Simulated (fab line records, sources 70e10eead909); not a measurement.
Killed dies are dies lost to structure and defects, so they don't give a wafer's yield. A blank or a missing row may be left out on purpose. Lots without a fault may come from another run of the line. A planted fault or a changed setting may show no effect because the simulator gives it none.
Chamber matching | flow nand_harc | NHARC_P_BONDPAD_ACTIVATE_29 on rie_diel-06: 4 sister chambers
The step chemistry N2, time 60 s. 4 wafers are shown with their chamber, then 7 later ones without.

WAFERS WITH THEIR CHAMBER
wafer  | chamber | drypump_motor_current_A (A)
L091.2 | 2       | 5.8
L091.5 | 1       | 6.0
L092.2 | 0       | 4.7
L092.4 | 3       | 6.0

WAFERS WITHOUT THEIR CHAMBER
wafer  | drypump_motor_current_A (A)
L092.5 | 4.7
L096.2 | 6.1
L096.4 | 6.0
L096.6 | 6.0
L097.2 | 6.1
L097.4 | 4.7
L097.6 | 6.0

WHICH CHAMBER EACH WENT THROUGH
wafer  | from the rows above     | in truth
L092.5 | 0                       | 0
L096.2 | can't be placed: 1 or 3 | 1
L096.4 | can't be placed: 1 or 3 | 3
L096.6 | can't be placed: 1 or 3 | 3
L097.2 | can't be placed: 1 or 3 | 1
L097.4 | 0                       | 0
L097.6 | can't be placed: 1 or 3 | 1
Placed correctly: 2 of 7. Can't be placed from these rows: 5 (the true chamber is among the candidates in 5). Placed wrongly: 0.
How it was worked out, from the rows above alone: a wafer's distance from a chamber is the root of the sum, over the readings, of the square of ((its reading less the chamber's mean) divided by the reading's scatter). The wafer belongs to the nearest chamber; if the next one is less than 2 further off, it can't be placed. A chamber's mean is the mean of its shown wafers. The scatter: with one shown wafer a chamber, the root of the mean of the squares of how far each hidden wafer lies from its nearest shown one.
